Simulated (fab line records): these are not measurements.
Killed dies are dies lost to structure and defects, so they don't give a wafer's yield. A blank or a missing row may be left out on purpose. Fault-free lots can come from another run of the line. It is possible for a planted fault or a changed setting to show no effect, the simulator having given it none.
fab line records / flow nand_harc / part 2 of 2: steps 7 to 7 of 7
record: lots: 9 wafers: 27 last_day: 34
route steps=1302 shown A_CHANNEL_HOLE_D2@592 END@1301
lots with no fault: from the same line, run without faults
start_h: start of the lot's first displayed wafer, in hours after the record's first day / wait_h: time in hours since the lot's previous step / " the same as in the row above / L1.1+2: several wafers, shown together as one row / - no value, or no start given / * or withheld: withheld / < > ~ a bound
route shown NAME@n: NAME is a module with steps in the file, n the number in the route of the first one / usual: mean/standard deviation of fault-free wafers / same: alike in all rows / chamber/n: place in a boat / sites: each site's reading / _std_site: the standard deviation of these / _edge_site: inner sites' mean taken away from outer sites' mean / radius_mm: how far each site lies from the wafer's centre / mask NAME#n: copy n / behind: tool/chamber where the wafer was last shaped / hold: reason for holding the lot/hours on hold/outcome of the hold / device: names the non-switching transistor (n, p or np) / end of line: the same wafers' tests at the end of the route / a step with no rows: only its recipe / killed: count of dies lost to structure and defects at first sort (not the wafer's yield) / map: per-die view of a wafer (x killed, . not killed, _ where there is no die)
set.NAME: the setting as run; set.NAME@STEP: as run at that earlier step / model.NAME: the simulator's own value behind a step, which no gauge read
steps of the route over a sample of lots; a table a step, a row a wafer
services: when a tool's chamber went out of use (start_h, in hours from the record's first day, below 0 if earlier), for how many hours, and the reason
== steps ==
step: NHARC_END_SORT_01
recipe: temp_c: 25
usual: killed_at_array: 56/21 killed_at_other: 0.8/1 killed_at_periphery: 3.6/2.8 killed_dies: 60/20 killed_open: 3.2/1.9 killed_short: 2.4/1.6
same: gross_dies: 677
lot.wafer=L464.1 tool=prober-02 chamber=0 start_h=588.52 wait_h=2.5 killed_at_array=43 killed_at_other=0 killed_at_periphery=0 killed_dies=43 killed_open=4 killed_short=4
lot.wafer=L464.4 tool=prober-02 chamber=0 start_h=590.93 wait_h=3.4 killed_at_array=52 killed_at_other=1 killed_at_periphery=1 killed_dies=54 killed_open=6 killed_short=3
lot.wafer=L464.6 tool=prober-02 chamber=0 start_h=592.54 wait_h=4.0 killed_at_array=34 killed_at_other=2 killed_at_periphery=2 killed_dies=38 killed_open=1 killed_short=4
lot.wafer=L467.1 tool=prober-01 chamber=0 start_h=615.52 wait_h=2.5 killed_at_array=80 killed_at_other=0 killed_at_periphery=2 killed_dies=82 killed_open=4 killed_short=1
lot.wafer=L467.3 tool=prober-01 chamber=0 start_h=617.10 wait_h=3.1 killed_at_array=92 killed_at_other=1 killed_at_periphery=0 killed_dies=93 killed_open=4 killed_short=3
lot.wafer=L467.5 tool=prober-01 chamber=0 start_h=618.68 wait_h=3.7 killed_at_array=97 killed_at_other=0 killed_at_periphery=0 killed_dies=97 killed_open=4 killed_short=4
lot.wafer=L469.1 tool=prober-01 chamber=0 start_h=631.56 wait_h=2.4 killed_at_array=50 killed_at_other=1 killed_at_periphery=2 killed_dies=53 killed_open=3 killed_short=0
lot.wafer=L469.2 tool=prober-01 chamber=0 start_h=632.35 wait_h=2.8 killed_at_array=78 killed_at_other=0 killed_at_periphery=2 killed_dies=80 killed_open=5 killed_short=4
lot.wafer=L469.3 tool=prober-01 chamber=0 start_h=633.15 wait_h=3.1 killed_at_array=72 killed_at_other=2 killed_at_periphery=2 killed_dies=76 killed_open=1 killed_short=2
lot.wafer=L466.2 tool=prober-02 chamber=0 start_h=640.21 wait_h=2.8 killed_at_array=38 killed_at_other=0 killed_at_periphery=1 killed_dies=39 killed_open=3 killed_short=2
lot.wafer=L466.3 tool=prober-02 chamber=0 start_h=641.01 wait_h=3.1 killed_at_array=47 killed_at_other=0 killed_at_periphery=6 killed_dies=53 killed_open=8 killed_short=2
lot.wafer=L466.4 tool=prober-02 chamber=0 start_h=641.81 wait_h=3.4 killed_at_array=34 killed_at_other=3 killed_at_periphery=1 killed_dies=38 killed_open=0 killed_short=2
lot.wafer=L474.1 tool=prober-01 chamber=0 start_h=670.98 wait_h=2.5 killed_at_array=48 killed_at_other=2 killed_at_periphery=11 killed_dies=61 killed_open=3 killed_short=1
lot.wafer=L474.4 tool=prober-01 chamber=0 start_h=673.38 wait_h=3.4 killed_at_array=54 killed_at_other=1 killed_at_periphery=9 killed_dies=64 killed_open=7 killed_short=1
lot.wafer=L474.6 tool=prober-01 chamber=0 start_h=674.98 wait_h=4.0 killed_at_array=39 killed_at_other=2 killed_at_periphery=13 killed_dies=54 killed_open=4 killed_short=3
lot.wafer=L475.1 tool=prober-02 chamber=0 start_h=671.00 wait_h=2.5 killed_at_array=25 killed_at_other=2 killed_at_periphery=3 killed_dies=30 killed_open=3 killed_short=2
lot.wafer=L475.3 tool=prober-02 chamber=0 start_h=672.59 wait_h=3.1 killed_at_array=37 killed_at_other=3 killed_at_periphery=10 killed_dies=50 killed_open=6 killed_short=0
lot.wafer=L475.4 tool=prober-02 chamber=0 start_h=673.38 wait_h=3.4 killed_at_array=46 killed_at_other=1 killed_at_periphery=8 killed_dies=55 killed_open=4 killed_short=1
lot.wafer=L482.4 tool=prober-01 chamber=0 start_h=764.54 wait_h=3.4 killed_at_array=35 killed_at_other=0 killed_at_periphery=0 killed_dies=35 killed_open=2 killed_short=2
lot.wafer=L482.5 tool=prober-01 chamber=0 start_h=765.35 wait_h=3.7 killed_at_array=46 killed_at_other=0 killed_at_periphery=1 killed_dies=47 killed_open=4 killed_short=1
lot.wafer=L482.6 tool=prober-01 chamber=0 start_h=766.16 wait_h=4.0 killed_at_array=31 killed_at_other=0 killed_at_periphery=3 killed_dies=34 killed_open=3 killed_short=1
lot.wafer=L483.2 tool=prober-02 chamber=0 start_h=783.74 wait_h=2.8 killed_at_array=39 killed_at_other=3 killed_at_periphery=0 killed_dies=42 killed_open=2 killed_short=4
lot.wafer=L483.3 tool=prober-02 chamber=0 start_h=784.53 wait_h=3.1 killed_at_array=47 killed_at_other=2 killed_at_periphery=1 killed_dies=50 killed_open=5 killed_short=0
lot.wafer=L483.4 tool=prober-02 chamber=0 start_h=785.31 wait_h=3.4 killed_at_array=45 killed_at_other=1 killed_at_periphery=0 killed_dies=46 killed_open=1 killed_short=5
lot.wafer=L486.3 tool=prober-01 chamber=0 start_h=812.82 wait_h=3.1 killed_at_array=71 killed_at_other=0 killed_at_periphery=1 killed_dies=72 killed_open=3 killed_short=5
lot.wafer=L486.5 tool=prober-01 chamber=0 start_h=814.42 wait_h=3.7 killed_at_array=52 killed_at_other=1 killed_at_periphery=5 killed_dies=58 killed_open=9 killed_short=0
lot.wafer=L486.6 tool=prober-01 chamber=0 start_h=815.22 wait_h=4.0 killed_at_array=42 killed_at_other=0 killed_at_periphery=1 killed_dies=43 killed_open=3 killed_short=2
killed by level:class
L464.1 A_SLIT:chamber_film_flake=21 A_STAIRCASE:chamber_film_flake=5 A_CHANNEL_FILL_D1:geometric_particle:short=2 A_DECK1_JOINT:geometric_particle:open=2 A_CHANNEL_HOLE_D1:chamber_film_flake=2 A_CHANNEL_HOLE_D2:chamber_film_flake=2 A_WL_FILL:chamber_film_flake=2 A_CONTACT:chamber_film_flake=2
L464.4 A_SLIT:chamber_film_flake=24 A_STAIRCASE:chamber_film_flake=6 A_CHANNEL_HOLE_D2:chamber_film_flake=4 A_CHANNEL_HOLE_D1:chamber_film_flake=3 A_CONTACT:chamber_film_flake=3 A_WL_FILL:chamber_film_flake=2 P_M0:geometric_particle:open=1 A_ONON_D1:geometric_particle:open=1
L464.6 A_SLIT:chamber_film_flake=15 A_STAIRCASE:chamber_film_flake=5 A_CHANNEL_HOLE_D2:chamber_film_flake=3 A_CHANNEL_FILL_D2:geometric_particle:short=2 A_CONTACT:chamber_film_flake=2 THIN_TSV:chamber_film_flake=2 A_CHANNEL_FILL_D1:geometric_particle:open=1 A_CHANNEL_HOLE_D2:geometric_particle:short=1
L467.1 A_CHANNEL_HOLE_D1:chamber_film_flake=26 A_CHANNEL_HOLE_D2:chamber_film_flake=22 A_SLIT:chamber_film_flake=18 A_CONTACT:chamber_film_flake=7 P_CONTACT:geometric_particle:open=1 A_ONON_D1:geometric_particle:open=1 A_WL_FILL:geometric_particle:open=1 A_CONTACT:geometric_particle:open=1
L467.3 A_CHANNEL_HOLE_D2:chamber_film_flake=27 A_CHANNEL_HOLE_D1:chamber_film_flake=26 A_SLIT:chamber_film_flake=20 A_CONTACT:chamber_film_flake=10 A_WL_FILL:geometric_particle:short=2 A_WL_FILL:chamber_film_flake=2 A_SOURCE_PLATE:geometric_particle:open=1 A_DECK1_JOINT:geometric_particle:short=1
L467.5 A_CHANNEL_HOLE_D1:chamber_film_flake=32 A_CHANNEL_HOLE_D2:chamber_film_flake=31 A_SLIT:chamber_film_flake=15 A_CONTACT:chamber_film_flake=7 A_WL_FILL:chamber_film_flake=3 A_CHANNEL_FILL_D1:geometric_particle:open=2 A_SOURCE_PLATE:geometric_particle:open=1 A_DECK1_JOINT:geometric_particle:open=1
L469.1 A_CHANNEL_HOLE_D1:chamber_film_flake=26 A_SLIT:chamber_film_flake=17 P_ZERO_WELL:chamber_film_flake=2 A_ONON_D1:geometric_particle:open=1 A_ONON_D2:geometric_particle:open=1 A_WL_FILL:geometric_particle:open=1 A_ZERO_WELL:chamber_film_flake=1 A_CHANNEL_FILL_D1:chamber_film_flake=1
L469.2 A_CHANNEL_HOLE_D1:chamber_film_flake=35 A_SLIT:chamber_film_flake=22 A_CHANNEL_HOLE_D2:chamber_film_flake=11 A_ONON_D1:geometric_particle:open=3 A_M1:chamber_film_flake=2 P_CONTACT:geometric_particle:open=1 P_M0:geometric_particle:open=1 A_DECK1_JOINT:geometric_particle:short=1
L469.3 A_CHANNEL_HOLE_D1:chamber_film_flake=35 A_SLIT:chamber_film_flake=19 A_CHANNEL_HOLE_D2:chamber_film_flake=11 A_CONTACT:chamber_film_flake=2 A_M1:chamber_film_flake=2 THIN_TSV:chamber_film_flake=2 P_GATE:geometric_particle:short=1 P_CONTACT:geometric_particle:short=1
L466.2 A_SLIT:chamber_film_flake=17 A_CHANNEL_HOLE_D2:chamber_film_flake=11 A_CONTACT:chamber_film_flake=3 A_CHANNEL_FILL_D1:geometric_particle:short=1 A_DECK1_JOINT:geometric_particle:open=1 A_ONON_D2:geometric_particle:open=1 A_CHANNEL_FILL_D2:geometric_particle:open=1 A_WL_FILL:geometric_particle:short=1
L466.3 A_SLIT:chamber_film_flake=25 A_CHANNEL_HOLE_D2:chamber_film_flake=7 A_CHANNEL_HOLE_D1:chamber_film_flake=6 P_GATE:geometric_particle:open=2 A_M0:geometric_particle:open=2 P_ZERO_WELL:chamber_film_flake=2 A_CONTACT:chamber_film_flake=2 P_M1:geometric_particle:open=1
L466.4 A_SLIT:chamber_film_flake=14 A_CHANNEL_HOLE_D2:chamber_film_flake=8 A_CHANNEL_HOLE_D1:chamber_film_flake=4 A_CONTACT:chamber_film_flake=3 THIN_TSV:chamber_film_flake=3 A_CHANNEL_FILL_D2:geometric_particle:short=1 A_WL_FILL:geometric_particle:short=1 P_ZERO_WELL:chamber_film_flake=1
L474.1 A_SLIT:chamber_film_flake=24 A_CHANNEL_HOLE_D2:chamber_film_flake=10 P_CONTACT:chamber_film_flake=7 A_CHANNEL_HOLE_D1:chamber_film_flake=6 P_BONDPAD:chamber_film_flake=3 THIN_TSV:chamber_film_flake=2 A_CONTACT:chamber_film_flake=2 P_M0:geometric_particle:open=1
L475.1 A_CHANNEL_HOLE_D2:chamber_film_flake=7 A_CHANNEL_HOLE_D1:chamber_film_flake=3 A_BONDPAD:chamber_film_flake=3 A_STAIRCASE:chamber_film_flake=2 A_SLIT:chamber_film_flake=2 A_CONTACT:chamber_film_flake=2 A_BLC:chamber_film_flake=2 P_CONTACT:geometric_particle:open=1
L475.3 A_CHANNEL_HOLE_D2:chamber_film_flake=16 P_BONDPAD:chamber_film_flake=7 A_BLC:chamber_film_flake=4 A_CHANNEL_HOLE_D1:chamber_film_flake=3 A_SLIT:chamber_film_flake=3 P_M0:geometric_particle:open=2 A_CONTACT:chamber_film_flake=2 A_BONDPAD:chamber_film_flake=2
L474.4 A_SLIT:chamber_film_flake=22 A_CHANNEL_HOLE_D2:chamber_film_flake=13 A_CHANNEL_HOLE_D1:chamber_film_flake=5 A_CONTACT:chamber_film_flake=5 P_CONTACT:chamber_film_flake=4 P_BONDPAD:chamber_film_flake=4 A_ONON_D2:geometric_particle:open=2 P_M0:geometric_particle:open=1
L475.4 A_CHANNEL_HOLE_D2:chamber_film_flake=17 A_CHANNEL_HOLE_D1:chamber_film_flake=5 A_CONTACT:chamber_film_flake=5 A_BLC:chamber_film_flake=5 A_BONDPAD:chamber_film_flake=5 P_GATE:geometric_particle:open=2 P_GATE:chamber_film_flake=2 P_BONDPAD:chamber_film_flake=2
L474.6 A_SLIT:chamber_film_flake=14 P_CONTACT:chamber_film_flake=8 A_CHANNEL_HOLE_D2:chamber_film_flake=7 P_BONDPAD:chamber_film_flake=4 A_CHANNEL_HOLE_D1:chamber_film_flake=4 A_STAIRCASE:chamber_film_flake=3 A_DECK1_JOINT:chamber_film_flake=2 A_CONTACT:chamber_film_flake=2
L482.4 A_SLIT:chamber_film_flake=23 A_CHANNEL_HOLE_D1:chamber_film_flake=3 A_STAIRCASE:chamber_film_flake=2 A_CONTACT:chamber_film_flake=2 A_SOURCE_PLATE:geometric_particle:open=1 A_CHANNEL_FILL_D1:geometric_particle:short=1 A_ONON_D2:geometric_particle:short=1 A_CHANNEL_FILL_D2:geometric_particle:open=1
L482.5 A_SLIT:chamber_film_flake=24 A_CHANNEL_HOLE_D1:chamber_film_flake=8 A_CONTACT:chamber_film_flake=5 A_STAIRCASE:chamber_film_flake=2 A_ONON_D1:geometric_particle:open=1 A_ONON_D1:geometric_particle:short=1 A_CHANNEL_FILL_D1:geometric_particle:open=1 A_ONON_D2:geometric_particle:open=1
L482.6 A_SLIT:chamber_film_flake=13 A_CHANNEL_HOLE_D1:chamber_film_flake=7 A_STAIRCASE:chamber_film_flake=4 A_CONTACT:chamber_film_flake=3 P_M2:geometric_particle:open=1 A_CHANNEL_HOLE_D2:geometric_particle:open=1 A_CHANNEL_HOLE_D2:geometric_particle:short=1 A_BLC:geometric_particle:open=1
L483.2 A_CHANNEL_HOLE_D2:chamber_film_flake=18 A_SLIT:chamber_film_flake=7 A_CHANNEL_HOLE_D1:unspecified=3 A_CONTACT:chamber_film_flake=3 THIN_TSV:chamber_film_flake=3 A_WL_FILL:geometric_particle:short=2 A_CHANNEL_HOLE_D1:chamber_film_flake=2 A_CHANNEL_HOLE_D1:geometric_particle:open=1
L483.3 A_CHANNEL_HOLE_D2:chamber_film_flake=20 A_SLIT:chamber_film_flake=14 A_CONTACT:chamber_film_flake=5 A_CHANNEL_FILL_D1:geometric_particle:open=2 A_DECK1_JOINT:geometric_particle:open=2 A_CHANNEL_HOLE_D1:unspecified=2 THIN_TSV:chamber_film_flake=2 A_M0:geometric_particle:open=1
L483.4 A_CHANNEL_HOLE_D2:chamber_film_flake=24 A_SLIT:chamber_film_flake=11 A_SOURCE_PLATE:geometric_particle:short=1 A_ONON_D1:geometric_particle:short=1 A_CHANNEL_HOLE_D1:geometric_particle:short=1 A_DECK1_JOINT:geometric_particle:short=1 A_DECK1_JOINT:geometric_particle:open=1 A_SGD_CUT:geometric_particle:short=1
L486.3 A_SLIT:chamber_film_flake=32 A_CHANNEL_HOLE_D2:chamber_film_flake=21 A_CONTACT:chamber_film_flake=4 A_M1:chamber_film_flake=4 A_ONON_D2:geometric_particle:open=2 A_ONON_D1:geometric_particle:short=1 A_CHANNEL_FILL_D1:geometric_particle:open=1 A_DECK1_JOINT:geometric_particle:short=1
L486.5 A_SLIT:chamber_film_flake=23 A_CHANNEL_HOLE_D2:chamber_film_flake=13 A_CONTACT:chamber_film_flake=6 P_M0:geometric_particle:open=2 A_ONON_D1:geometric_particle:open=2 A_WL_FILL:geometric_particle:open=2 A_WL_FILL:chamber_film_flake=2 A_M1:chamber_film_flake=2
L486.6 A_SLIT:chamber_film_flake=17 A_CHANNEL_HOLE_D2:chamber_film_flake=10 A_CONTACT:chamber_film_flake=7 A_M1:chamber_film_flake=2 A_ONON_D1:geometric_particle:open=1 A_CHANNEL_FILL_D2:geometric_particle:short=1 A_SGD_CUT:geometric_particle:short=1 A_CONTACT:geometric_particle:open=1
== services ==
tool=rie_diel-05 chamber=0 start_h=314.82 hours=- kind=clean
tool=rie_diel-05 chamber=1 start_h=314.82 hours=- kind=clean
tool=rie_diel-05 chamber=2 start_h=314.82 hours=- kind=clean
tool=rie_diel-05 chamber=3 start_h=314.82 hours=- kind=clean
tool=rie_diel-05 chamber=0 start_h=339.32 hours=- kind=clean
tool=rie_diel-05 chamber=1 start_h=339.32 hours=- kind=clean
tool=rie_diel-05 chamber=2 start_h=339.32 hours=- kind=clean
tool=rie_diel-05 chamber=3 start_h=339.32 hours=- kind=clean
tool=rie_diel-05 chamber=0 start_h=363.82 hours=- kind=clean
tool=rie_diel-05 chamber=1 start_h=363.82 hours=- kind=clean
tool=rie_diel-05 chamber=2 start_h=363.82 hours=- kind=clean
tool=rie_diel-05 chamber=3 start_h=363.82 hours=- kind=clean
tool=rie_diel-10 chamber=0 start_h=373.48 hours=2.8 kind=repair
tool=xsem-01 chamber=- start_h=374.00 hours=14.0 kind=pm
tool=har_etch-02 chamber=- start_h=377.67 hours=17.0 kind=pm
tool=rie_diel-10 chamber=1 start_h=387.20 hours=21.2 kind=repair
tool=rie_diel-05 chamber=- start_h=409.31 hours=9.0 kind=pm
tool=rie_diel-10 chamber=- start_h=419.53 hours=9.0 kind=pm
tool=rie_diel-05 chamber=1 start_h=435.88 hours=12.6 kind=repair
tool=rie_diel-10 chamber=3 start_h=451.01 hours=1.6 kind=repair
tool=har_etch-01 chamber=- start_h=454.00 hours=10.4 kind=repair
tool=rie_diel-10 chamber=0 start_h=461.16 hours=3.6 kind=repair
tool=rie_diel-05 chamber=2 start_h=466.97 hours=3.1 kind=repair
tool=rie_diel-05 chamber=0 start_h=505.02 hours=9.3 kind=repair
